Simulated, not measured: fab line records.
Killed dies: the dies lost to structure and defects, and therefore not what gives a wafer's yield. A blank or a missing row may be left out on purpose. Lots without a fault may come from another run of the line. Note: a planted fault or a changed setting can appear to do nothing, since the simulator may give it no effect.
Comparing a struck lot with a sound one -- flow n5Finfet -- 24 out of 1938 route steps
Sound: the wafers L179.2, L179.4, L179.6. The struck wafers were L187.2, L187.3, L187.4. The cause comes at the end.
Per side, at each step with rows, come the tool, then ch with its chambers, and then its first start. Under that, the readings that differ: sound wafers -- struck wafers -- difference of the means -- sigmas: that difference in standard deviations of wafers without a fault.
alike: words and numbers the same on both sides, and readings whose means are apart by under 2 such deviations; not compared: readings that were withheld, readings missing a value for some wafer, numbers with overlapping values and no deviation given by the record, and bounds like >300 which may hide the same value.
A row with sigmas, a row that says differs or no value, or rows on one side alone: a step with any of these is where the two part. Numbers that have no deviation but don't overlap get no sigmas and don't part them. A reading missing from all wafers of one side parts the sides only when that side holds two or more wafers.

first, 8 steps without rows for these wafers: N5_BEOL_M5_PRE_CLEAN_77 (time 15 s); N5_BEOL_M5_CO_CAP_78 (material Co, precursor CCTBA/H2, target thk 2 nm, time 102.1 s); N5_BEOL_M5_PRE_CLEAN_55 (time 15 s); N5_BEOL_M5_DEP_56 (deposits SiCN from 3MS/NH3, target thk 8 nm, time 14 s); N5_BEOL_M6_ILD_DEP_00 (deposits SiCOH lowk from DEMS/porogen, target thk 179.75 nm, time 33.4 s); N5_BEOL_M6_CURE_74 (cures SiCOH lowk, time 240 s); N5_BEOL_M6_PECVD_70 (deposits SiO2 from TEOS/O2, target thk 20 nm, time 22.7 s); N5_BEOL_M6_HM_DEP_02 (deposits TiN, target thk 20 nm).
N5_BEOL_M6_COAT_59: time 60 s, resist thk 100 nm.
  sound on lithoTrack-04 ch 0, day 11 00:19; struck on lithoTrack-04 ch 0, day 12 19:46
reading,sound,struck,difference,sigmas
spinSpeedRpm (rpm),1500.0 1499.8 1499.3,1280.0 1281.0 1281.1,-219.0,-99 or more
model.SOC_of_BEOL_M6_COAT_59.thkNm (nm),100.2 100.4 100.6,107.6 108 107.8,+7.4,
  alike: heaterPowerTotalW, plateTempC, resistLineTempC
then, 9 steps without rows for these wafers: N5_BEOL_M6_COAT_60 (time 60 s, resist thk 35 nm); N5_BEOL_M6_COAT_05 (resist thk 90 nm); N5_BEOL_M6_EBR_07; N5_BEOL_M6_SOFTBAKE_06 (time 60 s); N5_BEOL_M6_EXPOSE_08 (exposes mask M6); N5_BEOL_M6_PEB_09 (peb time 60 s); N5_BEOL_M6_DEVELOP_10 (develop time 30 s); N5_BEOL_M6_DESCUM_16 (chemistry O2, time 7.9 s); N5_BEOL_M6_ETCH_61 (etches SiARC in CF4, target depth 45.5 nm, time 75.8 s).
N5_BEOL_M6_ETCH_62: etches SOC in N2/H2, target depth 110 nm, overetch 22 nm, time 165 s.
  sound on rieDiel-04 ch 0,1, day 11 00:52; struck on rieDiel-04 ch 2,3, day 12 20:31
reading,sound,struck,difference,sigmas
model.etch.depthNm (nm),100.2 100.3 100.5,107.7 107.9 107.8,+7.5,
  alike: chamberPressureMTorr, drypumpMotorCurrentA, oesProductAu, rfVppV, showerheadPlenumPTorr, tempC, throttleValvePct
  not compared: rfHoursCounterH
then, 2 steps without rows for these wafers: N5_BEOL_M6_STRIP_68 (strips in N2/H2); N5_BEOL_M6_STRIP_67 (strips in CF4).
N5_BEOL_M6_HM_OPEN_17: chemistry Cl2/BCl3, target TiN, target depth 20 nm, overetch 6 nm.
  sound on rieMetal-03 ch 0,1, day 11 01:03; struck on rieMetal-03 ch 0,1, day 12 20:42
reading,sound,struck,difference,sigmas
model.SOC_of_BEOL_M6_COAT_59.thkNm (nm),92.4 92.2 92.6,99.6 99.8 99.6,+7.3,
  alike: chamberPressureMTorr, drypumpMotorCurrentA, heBacksideLeakSccm, mfcCl2Sccm, oesProductAu, throttleValvePct
  not compared: rfHoursCounterH
then, 1 step without rows for these wafers: N5_BEOL_M6_STRIP_19 (strips in O2).
-- record jumps: 4 days separate the struck wafers' starts on either side; left off in module BEOL_M6, taken up again in module PASSIVATION, whose first shown step is the route's number 1936 --
N5_PASSIVATION_PROBE_49:
  rows exist in the record for the struck wafers here (prober-01, day 16 19:21), but not for the sound ones

## WHERE THEY PART
At N5_BEOL_M6_COAT_59 first; at N5_PASSIVATION_PROBE_49 last (within this record only).

WHY: what had been put in by the simulator
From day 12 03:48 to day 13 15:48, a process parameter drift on lithoTrack-04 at N5_BEOL_M6_COAT_59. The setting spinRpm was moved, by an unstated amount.
